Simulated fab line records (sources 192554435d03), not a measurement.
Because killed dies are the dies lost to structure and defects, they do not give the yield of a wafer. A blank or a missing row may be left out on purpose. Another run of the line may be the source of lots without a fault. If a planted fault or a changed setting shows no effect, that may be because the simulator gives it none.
Matching of chambers / flow n5_finfet / N5_MOL_CONTACT_COAG_ALD_123 on ald_sin-03 has 4 sister chambers
The step deposits SiNx, target thk 5 nm, pulse time 1 s, purge time 2 s. 4 wafers are shown with their chamber, then 10 later ones without.

== WAFERS, EACH WITH ITS CHAMBER ==
wafer=L080.4; chamber=2; heater_power_w (W)=793
wafer=L084.4; chamber=0; heater_power_w (W)=885
wafer=L086.1; chamber=3; heater_power_w (W)=840
wafer=L086.3; chamber=1; heater_power_w (W)=747

== WAFERS WITHOUT THEIR CHAMBER ==
wafer=L086.4; heater_power_w (W)=818
wafer=L092.1; heater_power_w (W)=819
wafer=L092.3; heater_power_w (W)=863
wafer=L092.6; heater_power_w (W)=767
wafer=L093.1; heater_power_w (W)=765
wafer=L093.4; heater_power_w (W)=758
wafer=L093.6; heater_power_w (W)=884
wafer=L094.1; heater_power_w (W)=849
wafer=L094.2; heater_power_w (W)=755
wafer=L094.3; heater_power_w (W)=773

== THE CHAMBER EACH PASSED THROUGH ==
wafer=L086.4; from the rows above=can't be placed: 3 or 2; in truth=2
wafer=L092.1; from the rows above=can't be placed: 3 or 2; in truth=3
wafer=L092.3; from the rows above=can't be placed: 0 or 3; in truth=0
wafer=L092.6; from the rows above=can't be placed: 1 or 2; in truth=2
wafer=L093.1; from the rows above=can't be placed: 1 or 2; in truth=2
wafer=L093.4; from the rows above=can't be placed: 1 or 2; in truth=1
wafer=L093.6; from the rows above=0; in truth=0
wafer=L094.1; from the rows above=can't be placed: 3 or 0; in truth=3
wafer=L094.2; from the rows above=can't be placed: 1 or 2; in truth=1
wafer=L094.3; from the rows above=can't be placed: 2 or 1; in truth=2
Correctly placed: 1 of 10. From these rows, 9 cannot be placed; in 9 the true chamber is one of the candidates. 0 placed wrongly.
How it was worked out, from the rows above alone: a wafer's distance from a chamber is the root of the sum, over the readings, of the square of ((its reading less the chamber's mean) divided by the reading's scatter). The wafer belongs to the nearest chamber; if the next one is less than 2 further off, it can't be placed. The mean given for a chamber averages the wafers shown for that chamber. The scatter: with one shown wafer a chamber, the root of the mean of the squares of how far each hidden wafer lies from its nearest shown one.
